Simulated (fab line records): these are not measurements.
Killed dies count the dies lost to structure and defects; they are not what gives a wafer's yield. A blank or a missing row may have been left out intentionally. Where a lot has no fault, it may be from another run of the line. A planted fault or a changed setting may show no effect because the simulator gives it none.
Which tool is to blame? + flow n5_finfet + 24 lots with 72 wafers sampled at 6 steps, on a route of 1938 steps

## WHAT EACH GAUGE READ, for each wafer
N5_BEOL_M15_INSPECT_12: inspects for defects (macro).
| lot  | measured     | on                | raw_defect_count |
|------|--------------|-------------------|------------------|
| L074 | day 13 03:24 | defect_inspect-01 | 3 1 4            |
| L075 | day 13 07:21 | defect_inspect-02 | 1 2 3            |
| L076 | day 13 09:58 | defect_inspect-01 | 1 3 2            |
| L079 | day 13 10:40 | defect_inspect-02 | 0 1 2            |
| L082 | day 13 21:57 | defect_inspect-02 | 4 2 2            |
| L077 | day 13 23:01 | defect_inspect-02 | 3 1 4            |
| L081 | day 14 01:43 | defect_inspect-01 | 3 3 0            |
| L080 | day 14 13:02 | defect_inspect-01 | 2 4 0            |
| L078 | day 14 17:00 | defect_inspect-01 | 1 0 1            |
| L084 | day 15 01:03 | defect_inspect-02 | 0 1 0            |
| L083 | day 15 06:41 | defect_inspect-02 | 2 0 3            |
| L086 | day 15 09:02 | defect_inspect-01 | 3 3 3            |
| L085 | day 15 10:30 | defect_inspect-01 | 2 0 0            |
| L089 | day 16 05:07 | defect_inspect-02 | 1 5 4            |
| L088 | day 16 05:57 | defect_inspect-01 | 4 3 3            |
| L087 | day 16 08:24 | defect_inspect-01 | 1 2 2            |
| L090 | day 16 15:53 | defect_inspect-01 | 4 3 2            |
| L091 | day 17 01:20 | defect_inspect-01 | 2 1 2            |
| L092 | day 17 01:22 | defect_inspect-02 | 4 1 2            |
| L094 | day 17 02:04 | defect_inspect-01 | 1 1 2            |
| L093 | day 17 04:24 | defect_inspect-01 | 2 2 2            |
| L095 | day 17 17:18 | defect_inspect-02 | 3 3 2            |
| L096 | day 18 04:08 | defect_inspect-02 | 0 2 4            |
| L097 | day 18 05:35 | defect_inspect-01 | 3 3 1            |

N5_BEOL_M15_INSPECT_55: inspects for defects (darkfield).
| lot  | measured     | on                | raw_defect_count |
|------|--------------|-------------------|------------------|
| L074 | day 13 13:10 | defect_inspect-01 | 73 122 45        |
| L075 | day 13 15:19 | defect_inspect-02 | 108 176 196      |
| L076 | day 13 15:35 | defect_inspect-02 | 75 114 103       |
| L079 | day 13 18:20 | defect_inspect-02 | 75 37 99         |
| L082 | day 14 05:34 | defect_inspect-01 | 55 59 89         |
| L077 | day 14 07:19 | defect_inspect-01 | 43 50 39         |
| L081 | day 14 07:53 | defect_inspect-01 | 52 74 38         |
| L080 | day 14 17:49 | defect_inspect-01 | 32 66 79         |
| L078 | day 15 05:55 | defect_inspect-02 | 64 69 40         |
| L084 | day 15 06:28 | defect_inspect-02 | 114 114 136      |
| L083 | day 15 13:17 | defect_inspect-01 | 87 79 51         |
| L086 | day 15 16:04 | defect_inspect-01 | 68 71 69         |
| L085 | day 15 16:21 | defect_inspect-02 | 46 83 60         |
| L089 | day 16 11:34 | defect_inspect-02 | 68 145 88        |
| L088 | day 16 12:20 | defect_inspect-01 | 59 60 39         |
| L087 | day 16 14:51 | defect_inspect-01 | 79 60 64         |
| L090 | day 16 21:07 | defect_inspect-01 | 106 135 72       |
| L091 | day 17 09:40 | defect_inspect-01 | 74 127 74        |
| L092 | day 17 09:18 | defect_inspect-01 | 58 75 51         |
| L094 | day 17 09:39 | defect_inspect-02 | 109 74 118       |
| L093 | day 17 12:56 | defect_inspect-01 | 50 26 48         |
| L095 | day 17 22:56 | defect_inspect-01 | 129 129 60       |
| L096 | day 18 12:56 | defect_inspect-01 | 92 62 71         |
| L097 | day 18 13:19 | defect_inspect-02 | 73 42 37         |

## EACH LOT AND THE TOOL THAT RAN IT (in order: tool; ch and the chambers of the sampled wafers; start)
| lot  | N5_BEOL_M14_SPUTTER_45       | N5_BEOL_M15_STRIP_37                          | N5_BEOL_M15_SPUTTER_44       | N5_BEOL_M15_DEP_53              |
|------|------------------------------|-----------------------------------------------|------------------------------|---------------------------------|
| L074 | pvd_sputter-01, day 13 01:34 | rie_diel-02 ch 0,1, day 13 11:58 or earlier   | pvd_sputter-03, day 13 11:58 | pecvd-01 ch 1,2, day 13 13:04   |
| L075 | pvd_sputter-01, day 13 05:20 | rie_diel-05 ch 0,1,3, day 13 13:34 or earlier | pvd_sputter-03, day 13 13:34 | pecvd-04 ch 0,1,2, day 13 15:13 |
| L076 | pvd_sputter-02, day 13 08:08 | rie_diel-05 ch 2,3, day 13 13:42 or earlier   | pvd_sputter-01, day 13 13:42 | pecvd-04 ch 0,1,2, day 13 15:29 |
| L079 | pvd_sputter-01, day 13 08:43 | rie_diel-04 ch 0,1,2, day 13 17:08 or earlier | pvd_sputter-01, day 13 17:08 | pecvd-04 ch 0,2, day 13 18:14   |
| L082 | pvd_sputter-03, day 13 20:05 | rie_diel-02 ch 0,2, day 14 04:22 or earlier   | pvd_sputter-02, day 14 04:22 | pecvd-01 ch 0,1,2, day 14 05:28 |
| L077 | pvd_sputter-03, day 13 21:10 | rie_diel-02 ch 0,2,3, day 14 05:50 or earlier | pvd_sputter-01, day 14 05:50 | pecvd-02 ch 0,1,2, day 14 07:13 |
| L081 | pvd_sputter-03, day 13 23:55 | rie_diel-02 ch 0,3, day 14 06:39 or earlier   | pvd_sputter-02, day 14 06:39 | pecvd-04 ch 1,2, day 14 07:48   |
| L080 | pvd_sputter-03, day 14 11:20 | rie_diel-02 ch 0,1, day 14 16:36 or earlier   | pvd_sputter-02, day 14 16:36 | pecvd-02 ch 0,2, day 14 17:43   |
| L078 | pvd_sputter-01, day 14 15:01 | rie_diel-04 ch 0,1,3, day 15 04:08 or earlier | pvd_sputter-03, day 15 04:08 | pecvd-01 ch 0,2, day 15 05:50   |
| L084 | pvd_sputter-02, day 14 23:14 | rie_diel-02 ch 1,2, day 15 04:26 or earlier   | pvd_sputter-01, day 15 04:26 | pecvd-02 ch 0,1,2, day 15 06:22 |
| L083 | pvd_sputter-02, day 15 04:15 | rie_diel-04 ch 0,1,3, day 15 12:00 or earlier | pvd_sputter-03, day 15 12:00 | pecvd-04 ch 0,1,2, day 15 13:11 |
| L086 | pvd_sputter-03, day 15 07:12 | rie_diel-05 ch 0,3, day 15 14:50 or earlier   | pvd_sputter-03, day 15 14:50 | pecvd-01 ch 1,2, day 15 15:59   |
| L085 | pvd_sputter-01, day 15 08:47 | rie_diel-02 ch 1,2, day 15 15:01 or earlier   | pvd_sputter-02, day 15 15:01 | pecvd-01 ch 0,2, day 15 16:16   |
| L089 | pvd_sputter-02, day 16 03:17 | rie_diel-04 ch 0,1,3, day 16 10:23 or earlier | pvd_sputter-02, day 16 10:23 | pecvd-04 ch 0,1,2, day 16 11:29 |
| L088 | pvd_sputter-02, day 16 04:08 | rie_diel-05 ch 0,1,3, day 16 11:08 or earlier | pvd_sputter-02, day 16 11:08 | pecvd-04 ch 0,1,2, day 16 12:14 |
| L087 | pvd_sputter-02, day 16 06:42 | rie_diel-05 ch 0,1,2, day 16 13:40 or earlier | pvd_sputter-02, day 16 13:40 | pecvd-01 ch 0,2, day 16 14:46   |
| L090 | pvd_sputter-01, day 16 14:11 | rie_diel-04 ch 2,3, day 16 19:37 or earlier   | pvd_sputter-02, day 16 19:37 | pecvd-01 ch 0,1,2, day 16 21:02 |
| L091 | pvd_sputter-03, day 16 23:32 | rie_diel-02 ch 1,2,3, day 17 08:29 or earlier | pvd_sputter-03, day 17 08:29 | pecvd-02 ch 0,1, day 17 09:34   |
| L092 | pvd_sputter-02, day 16 23:34 | rie_diel-02 ch 1,2, day 17 08:06 or earlier   | pvd_sputter-02, day 17 08:06 | pecvd-04 ch 0,1,2, day 17 09:13 |
| L094 | pvd_sputter-03, day 16 23:59 | rie_diel-04 ch 1,2, day 17 08:28 or earlier   | pvd_sputter-02, day 17 08:28 | pecvd-01 ch 0,1, day 17 09:33   |
| L093 | pvd_sputter-01, day 17 02:41 | rie_diel-04 ch 1,2,3, day 17 11:46 or earlier | pvd_sputter-01, day 17 11:46 | pecvd-04 ch 0,1, day 17 12:51   |
| L095 | pvd_sputter-02, day 17 15:28 | rie_diel-05 ch 0,1, day 17 21:45 or earlier   | pvd_sputter-02, day 17 21:45 | pecvd-02 ch 0,1,2, day 17 22:52 |
| L096 | pvd_sputter-01, day 18 02:13 | rie_diel-02 ch 1,2, day 18 11:20 or earlier   | pvd_sputter-02, day 18 11:20 | pecvd-02 ch 1,2, day 18 12:50   |
| L097 | pvd_sputter-03, day 18 03:45 | rie_diel-05 ch 1,2, day 18 11:55 or earlier   | pvd_sputter-03, day 18 11:55 | pecvd-02 ch 0,2, day 18 13:14   |
- N5_BEOL_M14_SPUTTER_45: material Cu, target thk 100 nm, time 16.67 s.
- N5_BEOL_M15_STRIP_37: strips in O2.
- N5_BEOL_M15_SPUTTER_44: material Ta, target thk 15 nm, time 24.19 s.
- N5_BEOL_M15_DEP_53: deposits SiCN from 3MS/NH3, target thk 50 nm, time 17.8 s.

## WHAT THE TOOLS THEMSELVES READ (means of the sampled wafers that have a number; where no wafer has one, the mark that the record gives instead)
N5_BEOL_M14_SPUTTER_45.
| lot  | tool           | bias_v (V) | cathode_dc_power_W (W) | throttle_valve_pct (%) |
|------|----------------|------------|------------------------|------------------------|
| L074 | pvd_sputter-01 | 59.6       | 26001                  | 30.1                   |
| L075 | pvd_sputter-01 | 59.9       | 25999                  | 29.7                   |
| L076 | pvd_sputter-02 | 60.2       | 26002                  | 30.4                   |
| L079 | pvd_sputter-01 | 59.7       | 26000                  | 29.0                   |
| L082 | pvd_sputter-03 | 59.7       | 26001                  | 28.3                   |
| L077 | pvd_sputter-03 | 60.0       | 25997                  | 30.1                   |
| L081 | pvd_sputter-03 | 59.9       | 25996                  | 31.1                   |
| L080 | pvd_sputter-03 | 59.4       | 26006                  | 29.0                   |
| L078 | pvd_sputter-01 | 60.3       | 26003                  | 29.6                   |
| L084 | pvd_sputter-02 | 60.5       | 25998                  | 30.1                   |
| L083 | pvd_sputter-02 | 59.9       | 26002                  | 30.9                   |
| L086 | pvd_sputter-03 | 60.0       | 25995                  | 28.0                   |
| L085 | pvd_sputter-01 | 59.4       | 25999                  | 30.7                   |
| L089 | pvd_sputter-02 | 59.6       | 26005                  | 30.8                   |
| L088 | pvd_sputter-02 | 59.7       | 26001                  | 30.1                   |
| L087 | pvd_sputter-02 | 60.3       | 26003                  | 30.1                   |
| L090 | pvd_sputter-01 | 59.3       | 25999                  | 30.2                   |
| L091 | pvd_sputter-03 | 60.4       | 26002                  | 31.1                   |
| L092 | pvd_sputter-02 | 60.4       | 25998                  | 30.6                   |
| L094 | pvd_sputter-03 | 59.5       | 26002                  | 29.1                   |
| L093 | pvd_sputter-01 | 59.8       | 26001                  | 29.6                   |
| L095 | pvd_sputter-02 | 60.3       | 25999                  | 30.5                   |
| L096 | pvd_sputter-01 | 60.3       | 26000                  | 30.2                   |
| L097 | pvd_sputter-03 | 60.1       | 25999                  | 31.3                   |

N5_BEOL_M15_STRIP_37.
| lot  | tool        | drypump_motor_current_A (A) | oes_product_au (a.u.) | rf_vpp_V (V) | showerhead_plenum_p_Torr (Torr) | throttle_valve_pct (%) |
|------|-------------|-----------------------------|-----------------------|--------------|---------------------------------|------------------------|
| L074 | rie_diel-02 | 5.6                         | 0.84                  | 4.3          | 2.10                            | 16.49                  |
| L075 | rie_diel-05 | 5.6                         | 0.80                  | 3.8          | 2.14                            | 16.58                  |
| L076 | rie_diel-05 | 6.2                         | 0.83                  | 3.6          | 2.17                            | 16.61                  |
| L079 | rie_diel-04 | 5.8                         | 0.77                  | 3.8          | 2.08                            | 16.64                  |
| L082 | rie_diel-02 | 5.4                         | 0.75                  | 3.2          | 2.04                            | 16.67                  |
| L077 | rie_diel-02 | 5.5                         | 0.81                  | 3.4          | 2.05                            | 16.60                  |
| L081 | rie_diel-02 | 5.4                         | 0.75                  | 3.0          | 2.00                            | 16.80                  |
| L080 | rie_diel-02 | 5.5                         | 0.76                  | 3.1          | 2.05                            | 16.69                  |
| L078 | rie_diel-04 | 5.7                         | 0.79                  | 3.5          | 2.15                            | 16.80                  |
| L084 | rie_diel-02 | 5.8                         | 0.87                  | 3.9          | 2.14                            | 16.31                  |
| L083 | rie_diel-04 | 5.7                         | 0.78                  | 3.8          | 2.15                            | 16.83                  |
| L086 | rie_diel-05 | 5.6                         | 0.76                  | 4.0          | 2.10                            | 16.62                  |
| L085 | rie_diel-02 | 5.7                         | 0.86                  | 3.6          | 2.13                            | 16.32                  |
| L089 | rie_diel-04 | 5.7                         | 0.76                  | 4.0          | 2.15                            | 16.81                  |
| L088 | rie_diel-05 | 5.6                         | 0.79                  | 4.0          | 2.13                            | 16.63                  |
| L087 | rie_diel-05 | 5.4                         | 0.73                  | 4.3          | 2.08                            | 16.58                  |
| L090 | rie_diel-04 | 5.6                         | 0.87                  | 3.4          | 2.10                            | 16.45                  |
| L091 | rie_diel-02 | 5.6                         | 0.84                  | 3.4          | 2.10                            | 16.46                  |
| L092 | rie_diel-02 | 5.7                         | 0.84                  | 3.8          | 2.13                            | 16.35                  |
| L094 | rie_diel-04 | 5.8                         | 0.79                  | 3.9          | 2.06                            | 16.42                  |
| L093 | rie_diel-04 | 5.7                         | 0.81                  | 3.9          | 2.13                            | 16.55                  |
| L095 | rie_diel-05 | 5.2                         | 0.72                  | 3.5          | 2.07                            | 16.62                  |
| L096 | rie_diel-02 | 5.8                         | 0.84                  | 3.9          | 2.13                            | 16.37                  |
| L097 | rie_diel-05 | 5.6                         | 0.71                  | 3.7          | 2.08                            | 16.58                  |

N5_BEOL_M15_SPUTTER_44.
| lot  | tool           | bias_v (V) | cathode_dc_power_W (W) | throttle_valve_pct (%) |
|------|----------------|------------|------------------------|------------------------|
| L074 | pvd_sputter-03 | 80.0       | 14998                  | 29.5                   |
| L075 | pvd_sputter-03 | 80.2       | 14998                  | 31.2                   |
| L076 | pvd_sputter-01 | 79.2       | 15003                  | 30.6                   |
| L079 | pvd_sputter-01 | 80.3       | 15004                  | 30.7                   |
| L082 | pvd_sputter-02 | 80.9       | 15001                  | 30.2                   |
| L077 | pvd_sputter-01 | 81.0       | 15001                  | 30.4                   |
| L081 | pvd_sputter-02 | 79.4       | 14999                  | 30.4                   |
| L080 | pvd_sputter-02 | 80.4       | 15002                  | 29.9                   |
| L078 | pvd_sputter-03 | 81.4       | 14999                  | 28.4                   |
| L084 | pvd_sputter-01 | 79.5       | 14999                  | 30.2                   |
| L083 | pvd_sputter-03 | 80.9       | 15000                  | 30.4                   |
| L086 | pvd_sputter-03 | 80.2       | 14998                  | 30.1                   |
| L085 | pvd_sputter-02 | 80.4       | 15000                  | 30.9                   |
| L089 | pvd_sputter-02 | 79.4       | 14998                  | 30.5                   |
| L088 | pvd_sputter-02 | 80.1       | 15003                  | 30.1                   |
| L087 | pvd_sputter-02 | 79.2       | 15001                  | 30.8                   |
| L090 | pvd_sputter-02 | 79.6       | 15003                  | 30.9                   |
| L091 | pvd_sputter-03 | 80.7       | 15002                  | 31.0                   |
| L092 | pvd_sputter-02 | 80.1       | 15000                  | 30.4                   |
| L094 | pvd_sputter-02 | 81.3       | 14999                  | 30.6                   |
| L093 | pvd_sputter-01 | 81.0       | 15001                  | 29.6                   |
| L095 | pvd_sputter-02 | 79.6       | 15000                  | 30.0                   |
| L096 | pvd_sputter-02 | 80.4       | 15000                  | 30.1                   |
| L097 | pvd_sputter-03 | 80.0       | 14999                  | 29.4                   |

N5_BEOL_M15_DEP_53.
| lot  | tool     | showerhead_plenum_p_Torr (Torr) | throttle_valve_pct (%) |
|------|----------|---------------------------------|------------------------|
| L074 | pecvd-01 | 4.133                           | 17.6                   |
| L075 | pecvd-04 | 4.165                           | 17.7                   |
| L076 | pecvd-04 | 4.162                           | 17.8                   |
| L079 | pecvd-04 | 4.176                           | 18.0                   |
| L082 | pecvd-01 | 4.133                           | 17.9                   |
| L077 | pecvd-02 | 4.163                           | 18.2                   |
| L081 | pecvd-04 | 4.141                           | 17.4                   |
| L080 | pecvd-02 | 4.178                           | 17.9                   |
| L078 | pecvd-01 | 4.120                           | 17.6                   |
| L084 | pecvd-02 | 4.160                           | 18.1                   |
| L083 | pecvd-04 | 4.160                           | 17.8                   |
| L086 | pecvd-01 | 4.132                           | 17.8                   |
| L085 | pecvd-01 | 4.127                           | 17.5                   |
| L089 | pecvd-04 | 4.160                           | 17.9                   |
| L088 | pecvd-04 | 4.155                           | 17.8                   |
| L087 | pecvd-01 | 4.113                           | 17.9                   |
| L090 | pecvd-01 | 4.125                           | 18.1                   |
| L091 | pecvd-02 | 4.160                           | 18.0                   |
| L092 | pecvd-04 | 4.169                           | 17.8                   |
| L094 | pecvd-01 | 4.123                           | 18.5                   |
| L093 | pecvd-04 | 4.144                           | 17.5                   |
| L095 | pecvd-02 | 4.162                           | 18.0                   |
| L096 | pecvd-02 | 4.167                           | 18.1                   |
| L097 | pecvd-02 | 4.176                           | 18.0                   |

## THE ANSWER, worked out from the rows above alone
Rule: the usual values come from the lots themselves. The widest of any qualifying gaps counts: lots, ordered by their means at a reading, are off when they make up no more than a third of the lots, leave a main group of 4 or more, and stand apart from it by 3 or more times the standard deviation of that group's means. A main group is skipped when, at the precision printed for the reading in the tables above, its means are all equal. A lot without any number at a reading at which 4 lots or more have one is off too. Any other lot the step has rows for is counted as sound. After the gauges, taken in route order, come the tools' own readings; for these a lot's mean is taken, as printed above. At the first step where some lot is off, the reading lying furthest off is the one used; lots without a number count as furthest.
No lot is off at any reading shown: from this, nothing can be told.

## WHAT HAD BEEN PUT IN BY THE SIMULATOR
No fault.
